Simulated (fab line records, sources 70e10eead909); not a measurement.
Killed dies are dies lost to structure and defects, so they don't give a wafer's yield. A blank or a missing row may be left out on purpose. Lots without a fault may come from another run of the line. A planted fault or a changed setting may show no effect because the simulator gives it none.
fab line records | flow nand_harc
record lots=7 wafers=21 last_day=23
route steps=1159 shown A_CONTACT@957 A_BLC@964 END@1159
lots that met no fault: from a run of the same line without faults
start_h: hours from the record's first day to the start of the lot's first wafer shown | wait_h: hours since the lot's step before | " the same as in the row above | L1.1+2: a row that stands for several wafers | - no value, or no start given | * or withheld: withheld | < > ~ a bound
route shown NAME@n: a module of which the file shows steps, and the number in the route of the first | usual: mean/standard deviation of fault-free wafers | same: alike in all rows | chamber/n: place in a boat | sites: the reading at each site | _std_site: their standard deviation | _edge_site: outer sites' mean less inner sites' | radius_mm: how far each site lies from the wafer's centre | mask NAME#n: copy n | behind: the tool/chamber that last shaped the wafer | hold: why the lot was held/for how many hours/how that ended | device: the transistor (n, p or np) that didn't switch | end of line: the same wafers' tests at the end of the route | a step without rows: its recipe alone | killed: dies lost to structure and defects at the first sort, not the wafer's yield | map: a wafer's dies, x killed, . not, _ none there
set.NAME: the setting as run; set.NAME@STEP: as run at that earlier step | model.NAME: the simulator's own value behind a step, which no gauge read
lots at some steps of the route; a table a step, a row a wafer
services: from which hour (start_h, from the record's first day; less than 0 if before it) a tool's chamber was out of use, for how many hours, and why
## steps
# step NHARC_A_CONTACT_STRIP_27
# recipe time_s=600 temp_c=30 chemistry=post_etch_residue_remover
# step NHARC_A_CONTACT_ALD_18
# recipe target_thk_a=30 pulse_time_s=1 ald_cycles=150 temp_c=450 material=TiN
# usual heater_power_w=1145/140 precursor_pulse_height_rel=0.999/0.019
# columns lot.wafer tool chamber start_h wait_h heater_power_w precursor_pulse_height_rel
L503.3 ald_metal-03 1 397.67 - 1261 0.992
L503.2 " 3 " " 1375 1.001
L503.5 " 0 " " 1074 1.029
L505.4 ald_metal-02 2 414.95 - 1026 0.994
L505.2 " 0 " " 1117 1.033
L505.5 " 3 " " 858 0.973
L509.3 ald_metal-03 1 439.38 - 1249 1.004
L509.4 " 2 " " 1055 1.002
L509.2 " 0 " " 1096 0.982
L506.1 ald_metal-02 2 443.88 - 1022 0.979
L506.5 " 3 " " 843 1.008
L506.6 " 0 " " 1096 0.981
L510.3 ald_metal-02 0 447.56 - 1118 1.005
L510.2 " 1 " " 1181 0.991
L510.1 " 2 " " 1034 0.999
L519.3 ald_metal-03 2 499.08 - 1035 0.999
L519.2 " 0 " " 1086 1.016
L519.5 " 2 " " 1059 0.999
L520.1 ald_metal-02 3 502.20 - 869 0.979
L520.6 " 0 " " 1120 0.989
L520.5 " 1 " " 1154 1.033
# step NHARC_A_CONTACT_CVD_19
# recipe target_thk_a=3000 temp_c=300 pressure_torr=40 wf6_flow_sccm=40 h2_flow_sccm=1600 ar_flow_sccm=1560 time_s=802 material=W
# usual heater_power_w=491/26 throttle_valve_pct=7.97/0.25
# columns lot.wafer tool chamber start_h wait_h heater_power_w throttle_valve_pct
L503.2 cvd_w-01 0 - - 498 7.76
L503.3 " 0 " " 499 7.83
L503.5 " 1 " " 456 8.04
L505.2 cvd_w-01 0 - - 507 7.85
L505.4 " 0 " " 494 7.84
L505.5 " 0 " " 515 7.78
L509.2 cvd_w-02 1 - - 503 7.93
L509.4 " 1 " " 510 7.96
L509.3 " 0 " " 531 7.88
L506.1 cvd_w-01 1 - - 461 8.27
L506.5 " 1 " " 465 8.17
L506.6 " 0 " " 499 7.69
L510.1 cvd_w-01 0 - - 495 7.98
L510.2 " 1 " " 475 8.25
L510.3 " 1 " " 463 8.53
L519.2 cvd_w-01 1 - - 453 7.93
L519.3 " 0 " " 504 7.59
L519.5 " 0 " " 499 7.39
L520.1 cvd_w-02 1 - - 513 7.82
L520.6 " 0 " " 523 7.81
L520.5 " 1 " " 517 8.18
# step NHARC_A_CONTACT_CMP_20
# recipe t_overpolish_s=30 target_thk_nm=300
# usual motor_current_A=12.1/0.82 overpolish_run_s=30.001/0.0092 time_to_endpoint_s=62/3.1
# columns lot.wafer tool chamber start_h wait_h motor_current_A overpolish_run_s time_to_endpoint_s
L503.3 cmp-01 1 400.27 0.4 12.6 30.011 58
L503.2 " 2 " " 11.5 29.995 59
L503.5 " 1 " " 12.3 29.989 52
L505.2 cmp-03 3 418.23 0.6 11.1 30.005 65
L505.4 " 0 " " 10.8 30.000 62
L505.5 " 0 " " 10.7 30.012 63
L509.2 cmp-03 3 444.66 0.8 11.0 30.012 67
L509.4 " 0 " " 11.0 30.009 63
L509.3 " 1 " " 12.6 30.001 62
L506.1 cmp-04 1 445.19 0.8 12.5 29.992 67
L506.5 " 3 " " 11.8 30.012 63
L506.6 " 0 " " 12.1 30.007 59
L510.3 cmp-04 3 450.49 0.4 12.3 30.007 63
L510.2 " 0 " " 12.8 30.004 60
L510.1 " 1 " " 12.6 29.985 62
L519.2 cmp-01 3 500.18 0.8 12.3 29.996 62
L519.3 " 0 " " 11.1 29.993 59
L519.5 " 3 " " 12.2 29.977 63
L520.1 cmp-01 3 504.07 0.7 12.2 29.997 62
L520.6 " 0 " " 11.1 30.006 61
L520.5 " 1 " " 11.9 30.005 58
# step NHARC_A_CONTACT_SRD_22
# step NHARC_A_CONTACT_INSPECT_23
# usual raw_defect_count=400/110
# columns lot.wafer tool chamber start_h wait_h raw_defect_count
L503.2 defect_inspect-01 - 400.65 0.1 549
L503.3 " - " " 624
L503.5 " - " " 508
L505.2 defect_inspect-02 - 418.63 0.1 275
L505.4 " - " " 337
L505.5 " - " " 291
L509.2 defect_inspect-02 - 445.06 0.1 369
L509.3 " - " " 328
L509.4 " - " " 447
L506.1 defect_inspect-01 - 445.54 0.1 694
L506.5 " - " " 473
L506.6 " - " " 583
L510.1 defect_inspect-02 - 450.87 0.1 733
L510.2 " - " " 518
L510.3 " - " " 637
L519.2 defect_inspect-02 - 500.56 0.1 518
L519.3 " - " " 282
L519.5 " - " " 399
L520.1 defect_inspect-02 - 504.41 0.1 326
L520.5 " - " " 345
L520.6 " - " " 280
# step NHARC_A_BLC_DEHYDRATE_00
# recipe temp_c=150 time_s=120
# step NHARC_A_BLC_HMDS_01
# recipe time_s=30
# step NHARC_A_BLC_COAT_02
# recipe temp_c=260 time_s=75
# step NHARC_A_BLC_COAT_03
# recipe temp_c=225 time_s=65
# step NHARC_A_BLC_COAT_04
# recipe spin_rpm=1500 resist_thk_nm=90
# step NHARC_A_BLC_SOFTBAKE_05
# recipe temp_c=105 time_s=55
# usual heater_power_total_W=188.44/0.13
# columns lot.wafer tool chamber start_h wait_h heater_power_total_W
L503.2 litho_track-06 0 400 - 188.47
L503.3 " 0 " " 188.34
L503.5 " 0 " " 188.66
L505.2 litho_track-04 0 418 - 188.46
L505.4 " 0 " " 188.71
L505.5 " 0 " " 188.57
L509.2 litho_track-04 0 445 - 165.77
L509.3 " 0 " " 165.35
L509.4 " 0 " " 165.41
L506.1 litho_track-04 0 445 - 165.56
L506.5 " 0 " " 165.53
L506.6 " 0 " " 165.70
L510.1 litho_track-04 0 450 - 165.50
L510.2 " 0 " " 165.48
L510.3 " 0 " " 165.37
L519.2 litho_track-01 0 500 - 188.43
L519.3 " 0 " " 188.40
L519.5 " 0 " " 188.41
L520.1 litho_track-01 0 504 - 188.35
L520.5 " 0 " " 188.51
L520.6 " 0 " " 188.31
# step NHARC_A_BLC_EBR_06
# step NHARC_A_BLC_EXPOSE_07
# recipe na=1.35 target_cd_nm=100 dose_mj=67.97 mask_id=A_BLC
# step NHARC_A_BLC_PEB_08
# recipe peb_temp_c=100 peb_time_s=65
# step NHARC_A_BLC_DEVELOP_09
# recipe develop_time_s=35 dev_temp_c=23
# step NHARC_A_BLC_CD_MEAS_10
# recipe target_cd_nm=100 landing_energy_ev=500
# usual cd_nm=100.0/0.58
# columns lot.wafer tool chamber start_h wait_h cd_nm
L503.2 cd_sem-03 0 401.16 - 99.7
L503.3 " 0 " " 99.4
L503.5 " 0 " " 98.8
L505.2 cd_sem-01 0 419.13 - 100.3
L505.4 " 0 " " 100.0
L505.5 " 0 " " 100.2
L509.2 cd_sem-03 0 445.47 - 101.0
L509.3 " 0 " " 101.3
L509.4 " 0 " " 101.3
L506.1 cd_sem-01 0 446.06 - 100.5
L506.5 " 0 " " 100.9
L506.6 " 0 " " 101.0
L510.1 cd_sem-01 0 451.37 - 100.8
L510.2 " 0 " " 100.9
L510.3 " 0 " " 101.1
L519.2 cd_sem-02 0 501.07 - 101.0
L519.3 " 0 " " 100.1
L519.5 " 0 " " 100.3
L520.1 cd_sem-01 0 504.91 - 99.7
L520.5 " 0 " " 99.8
L520.6 " 0 " " 100.4
# step NHARC_A_BLC_OVL_MEAS_11
# usual overlay_x_nm=-0.1/1 overlay_y_nm=-0.1/0.8
# columns lot.wafer tool chamber start_h wait_h overlay_x_nm overlay_y_nm
L503.2 overlay-02 - 401.24 - 0.5 0.6
L503.3 " - " " 0.2 0.4
L503.5 " - " " 0.3 -0.3
L505.2 overlay-02 - 419.22 - 0.8 -1.1
L505.4 " - " " 0.4 -1.1
L505.5 " - " " 0.1 -0.9
L509.2 overlay-01 - 445.55 - 0.5 -0.4
L509.3 " - " " 1.4 -0.2
L509.4 " - " " 0.8 0.0
L506.1 overlay-01 - 446.14 - -1.6 0.2
L506.5 " - " " -1.8 0.0
L506.6 " - " " -1.5 -0.1
L510.1 overlay-02 - 451.46 - 1.7 0.9
L510.2 " - " " 1.9 0.7
L510.3 " - " " 1.5 0.5
L519.2 overlay-02 - 501.15 - 2.1 0.8
L519.3 " - " " 1.0 0.4
L519.5 " - " " 1.4 0.2
L520.1 overlay-02 - 505.00 - 0.7 0.6
L520.5 " - " " 0.3 0.1
L520.6 " - " " 0.0 0.0
# step NHARC_A_BLC_INSPECT_12
# usual raw_defect_count=30/16
# columns lot.wafer tool chamber start_h wait_h raw_defect_count
L503.2 defect_inspect-01 - 401.28 0.0 39
L503.3 " - " " 33
L503.5 " - " " 31
L505.2 defect_inspect-02 - 419.26 0.0 32
L505.4 " - " " 33
L505.5 " - " " 33
L509.2 defect_inspect-02 - 445.60 0.1 28
L509.3 " - " " 22
L509.4 " - " " 26
L506.1 defect_inspect-01 - 446.18 0.0 41
L506.5 " - " " 32
L506.6 " - " " 41
L510.1 defect_inspect-02 - 451.50 0.0 21
L510.2 " - " " 39
L510.3 " - " " 32
L519.2 defect_inspect-02 - 501.19 0.0 22
L519.3 " - " " 26
L519.5 " - " " 18
L520.1 defect_inspect-01 - 505.04 0.0 63
L520.5 " - " " 59
L520.6 " - " " 55
# step NHARC_A_BLC_DESCUM_15
# recipe time_s=3 o2_flow_sccm=200 ar_flow_sccm=0 bias_power_w=0 chemistry=O2
# usual drypump_motor_current_A=5.8/0.31 oes_product_au=1.001/0.011 rf_vpp_V=57.9/0.9 showerhead_plenum_p_Torr=1.93/0.09 throttle_valve_pct=11.311/0.0089
# columns lot.wafer tool chamber start_h wait_h drypump_motor_current_A oes_product_au rf_hours_counter_h rf_vpp_V showerhead_plenum_p_Torr throttle_valve_pct model.A_BLC.cd_nm
L503.3 rie_diel-13 1 401.34 0.1 6.0 1.004 13 56.7 1.82 11.320 99.22
L503.2 " 3 " " 5.6 1.002 12 57.9 1.96 11.313 99.28
L503.5 " 2 " " 6.1 0.981 - 59.4 1.99 11.305 99.04
L505.2 rie_diel-13 3 419.32 0.1 5.6 1.003 13 57.6 1.96 11.322 99.33
L505.5 " 0 " " 5.8 1.010 - 57.4 2.03 11.308 100.4
L505.4 " 1 " " 6.0 0.993 - 55.5 1.81 11.327 99.7
L509.2 rie_diel-01 3 445.67 0.1 5.5 1.007 12 59.7 2.02 11.306 100.5
L509.3 " 1 " " 6.1 0.993 13 58.3 2.03 11.307 100.9
L509.4 " 2 " " 5.2 0.989 13 58.2 1.81 11.298 101.8
L506.1 rie_diel-13 2 446.25 0.1 6.1 0.989 15 59.6 1.99 11.302 100.3
L506.6 " 1 " " 6.0 0.983 - 57.2 1.81 11.297 101.1
L506.5 " 2 " " 6.1 0.998 - 57.3 1.99 11.311 101.2
L510.2 rie_diel-01 3 451.56 0.1 5.5 0.994 12 58.0 2.02 11.328 100.7
L510.1 " 0 " " 5.9 1.025 13 57.3 1.88 11.297 99.78
L510.3 " 1 " " 6.1 1.004 14 59.3 2.03 11.309 100.8
L519.2 rie_diel-01 3 501.25 0.1 5.4 0.987 0 58.8 2.02 11.305 100.2
L519.3 " 2 " " 5.2 1.008 0 58.2 1.80 11.329 100.1
L519.5 " 3 " " 5.4 0.990 - 58.6 2.02 11.321 99.37
L520.1 rie_diel-13 2 505.11 0.1 6.0 0.992 4 58.3 1.98 11.317 100.3
L520.5 " 1 " " 6.0 0.994 - 56.2 1.81 11.319 99.51
L520.6 " 2 " " 6.0 0.989 - 57.1 1.98 11.304 101
# step NHARC_A_BLC_ETCH_16
# recipe target_depth_a=390 over_etch_frac=0.3 time_s=65 ion_energy_ev=80 cf4_flow_sccm=150 ar_flow_sccm=0 rf_w=300 bias_w=100 chemistry=CF4
# usual bias_w=100.0/0.33 drypump_motor_current_A=5.8/0.32 oes_product_au=1.000/0.011 rf_vpp_V=151.5/1.3 showerhead_plenum_p_Torr=1.79/0.076 throttle_valve_pct=13.284/0.0093
# columns lot.wafer tool chamber start_h wait_h bias_w drypump_motor_current_A oes_product_au rf_hours_counter_h rf_vpp_V showerhead_plenum_p_Torr throttle_valve_pct
L503.2 rie_diel-13 1 401.42 0.1 99.9 6.0 1.010 13 152.0 1.68 13.291
L503.3 " 0 " " 100.7 5.8 0.997 13 152.1 1.87 13.275
L503.5 " 2 " " 100.2 6.1 0.990 - 153.3 1.83 13.282
L505.2 rie_diel-13 3 419.43 0.1 100.8 5.6 1.009 13 151.6 1.81 13.279
L505.5 " 3 " " 100.5 5.6 1.004 - 152.0 1.81 13.302
L505.4 " 0 " " 100.0 5.8 1.009 - 153.5 1.87 13.274
L509.4 rie_diel-01 1 445.75 0.1 100.1 6.1 0.985 13 152.7 1.87 13.304
L509.2 " 2 " " 100.5 5.2 0.981 13 149.8 1.68 13.277
L509.3 " 0 " " 100.0 5.9 1.003 12 151.2 1.74 13.305
L506.1 rie_diel-13 2 446.33 0.1 99.9 6.1 0.988 15 151.9 1.83 13.284
L506.5 " 2 " " 99.7 6.1 0.994 - 151.5 1.83 13.280
L506.6 " 3 " " 99.7 5.6 1.001 - 151.7 1.81 13.289
L510.1 rie_diel-01 0 451.65 0.1 99.9 5.9 1.021 13 151.1 1.74 13.289
L510.2 " 2 " " 100.3 5.1 0.996 14 150.6 1.68 13.278
L510.3 " 3 " " 100.4 5.4 0.990 12 153.0 1.86 13.283
L519.3 rie_diel-01 2 501.34 0.1 100.4 5.1 1.002 0 150.5 1.68 13.287
L519.2 " 3 " " 99.9 5.5 0.975 0 153.0 1.86 13.281
L519.5 " 1 " " 100.4 6.1 0.994 - 153.0 1.87 13.290
L520.1 rie_diel-13 1 505.22 0.1 99.9 6.0 0.992 4 150.2 1.68 13.314
L520.5 " 3 " " 99.8 5.6 1.001 - 150.9 1.80 13.278
L520.6 " 0 " " 99.6 5.8 1.003 - 152.2 1.86 13.271
# step NHARC_END_SORT_01
# recipe temp_c=25
# usual killed_at_array=27/12 killed_at_other=0.8/1 killed_at_periphery=4.0/2.5 killed_dies=32/11 killed_open=3.3/1.8 killed_short=2.0/1.5
# same gross_dies=677
# columns lot.wafer tool chamber start_h wait_h killed_at_array killed_at_other killed_at_periphery killed_dies killed_open killed_short
L506.5 prober-02 0 491.84 3.8 33 0 3 36 1 4
L506.6 prober-02 0 492.66 4.1 38 0 1 39 3 2
# killed by level:class
L506.5 A_CHANNEL_HOLE_D1:chamber_film_flake=17 A_SLIT:chamber_film_flake=7 A_STAIRCASE:chamber_film_flake=3 P_M0:geometric_particle:short=1 A_ONON_D1:geometric_particle:short=1 A_CHANNEL_FILL_D1:geometric_particle:short=1 A_CONTACT:geometric_particle:short=1 A_CONTACT:geometric_particle:open=1
L506.6 A_CHANNEL_HOLE_D1:chamber_film_flake=12 A_SLIT:chamber_film_flake=12 A_STAIRCASE:chamber_film_flake=8 A_SOURCE_PLATE:geometric_particle:short=1 A_CHANNEL_HOLE_D1:geometric_particle:short=1 A_CHANNEL_FILL_D1:geometric_particle:open=1 A_CONTACT:geometric_particle:open=1 A_BLC:geometric_particle:open=1
## services
# columns tool chamber start_h hours kind
cmp-01 - 375.54 4.0 pm
cmp-03 - 376.21 4.0 pm
cvd_w-02 - 376.97 13.0 pm
rie_diel-13 0 383.26 - clean
rie_diel-13 1 383.26 - clean
rie_diel-13 2 383.26 - clean
rie_diel-13 3 383.26 - clean
cmp-04 - 399.16 4.0 pm
rie_diel-13 0 407.76 - clean
rie_diel-13 1 407.76 - clean
rie_diel-13 2 415.22 14.8 repair
ald_metal-03 - 421.95 2.4 repair
cmp-01 - 441.24 12.0 repair
litho_track-01 - 443.01 7.0 pm
rie_diel-13 - 453.00 9.0 pm
cmp-03 - 456.54 0.5 repair
litho_track-06 - 467.00 7.0 pm
cmp-01 - 473.54 4.0 pm
cvd_w-01 - 473.72 13.0 pm
cmp-03 - 474.21 4.0 pm
litho_track-04 - 491.00 7.0 pm
rie_diel-01 - 491.89 9.0 pm
cmp-04 - 497.16 4.0 pm
ald_metal-03 - 500.00 10.0 pm
## key
first_sign step=NHARC_A_BLC_SOFTBAKE_05 reading=heater_power_total_W direction=down sigmas=99+ usual=* struck=*
effect step=NHARC_A_BLC_CD_MEAS_10 reading=cd_nm direction=up sigmas=1.6 usual=100.0 struck=101.0 through=control_loop
model_effect step=NHARC_A_BLC_DESCUM_15 value=A_BLC.cd_nm without=99.86 struck=100.8
met_at NHARC_A_BLC_SOFTBAKE_05
struck_wafers L506.1,L506.5,L506.6,L509.2,L509.3,L509.4,L510.1,L510.2,L510.3
tester_left_out L506,L509,L510
loop_trim step=NHARC_A_BLC_EXPOSE_07 setting=dose lots=L510
onset_between 418 445
fault kind=process_parameter_drift tool=litho_track-04 chamber=- onset_h=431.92 steps=NHARC_A_BLC_SOFTBAKE_05 channel=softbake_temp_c offset=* shape=step end_h=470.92 acts_in=* stated=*
# tester_left_out: of these lots the tester's yield and bins aren't shown, on N5 and GAA mostly nor the transistor test; their killed dies are dies lost to structure and defects alone, not to doping, threshold or leakage, so they don't give the yield
# loop_trim: a control loop set the setting to another value than it would have without faults
